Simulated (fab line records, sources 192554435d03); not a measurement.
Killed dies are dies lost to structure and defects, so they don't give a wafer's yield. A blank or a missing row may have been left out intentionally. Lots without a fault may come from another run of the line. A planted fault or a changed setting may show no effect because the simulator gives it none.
Matching of chambers / flow n5-finfet / 4 sister chambers for N5_BEOL_M3_ALD_84 on ald-metal-04
The step deposits TaN, pulse time 2 s, purge time 3 s, co reactant purge time 2 s. 8 wafers are shown with their chamber, then 12 later ones without.

== WAFERS, EACH WITH ITS CHAMBER ==
wafer=L089.3; chamber=1; heater-power-w (W)=385
wafer=L089.4; chamber=2; heater-power-w (W)=418
wafer=L090.2; chamber=3; heater-power-w (W)=377
wafer=L090.5; chamber=3; heater-power-w (W)=389
wafer=L090.6; chamber=0; heater-power-w (W)=402
wafer=L091.1; chamber=0; heater-power-w (W)=387
wafer=L091.4; chamber=1; heater-power-w (W)=382
wafer=L091.5; chamber=2; heater-power-w (W)=419

== WAFERS WITH NO CHAMBER GIVEN ==
wafer=L093.1; heater-power-w (W)=370
wafer=L093.3; heater-power-w (W)=396
wafer=L093.4; heater-power-w (W)=423
wafer=L094.2; heater-power-w (W)=411
wafer=L094.3; heater-power-w (W)=377
wafer=L094.6; heater-power-w (W)=414
wafer=L096.1; heater-power-w (W)=384
wafer=L096.4; heater-power-w (W)=374
wafer=L096.5; heater-power-w (W)=374
wafer=L097.2; heater-power-w (W)=370
wafer=L097.4; heater-power-w (W)=406
wafer=L097.5; heater-power-w (W)=416

== EACH ONE'S CHAMBER ==
wafer=L093.1; from the rows above=can't be placed: 3 or 1 or 0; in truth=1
wafer=L093.3; from the rows above=can't be placed: 0 or 1 or 3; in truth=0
wafer=L093.4; from the rows above=2; in truth=2
wafer=L094.2; from the rows above=can't be placed: 2 or 0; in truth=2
wafer=L094.3; from the rows above=can't be placed: 3 or 1 or 0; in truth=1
wafer=L094.6; from the rows above=2; in truth=2
wafer=L096.1; from the rows above=can't be placed: 1 or 3 or 0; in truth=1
wafer=L096.4; from the rows above=can't be placed: 3 or 1 or 0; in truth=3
wafer=L096.5; from the rows above=can't be placed: 3 or 1 or 0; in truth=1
wafer=L097.2; from the rows above=can't be placed: 3 or 1 or 0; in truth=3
wafer=L097.4; from the rows above=can't be placed: 0 or 2 or 1 or 3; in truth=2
wafer=L097.5; from the rows above=2; in truth=2
Correct placement for 3 of the 12. From these rows, 9 cannot be placed; in 9 the true chamber is one of the candidates. Number placed wrongly: 0.
How it was worked out, from the rows above alone: a wafer's distance from a chamber is the root of the sum, over the readings, of the square of ((its reading less the chamber's mean) divided by the reading's scatter). The wafer belongs to the nearest chamber; if the next one is less than 2 further off, it can't be placed. For every chamber, the mean is computed from those of its wafers that are shown. The scatter is the square root of a quotient: the sum, over the shown wafers, of each reading's squared deviation from its chamber's mean, divided by wafers minus chambers.
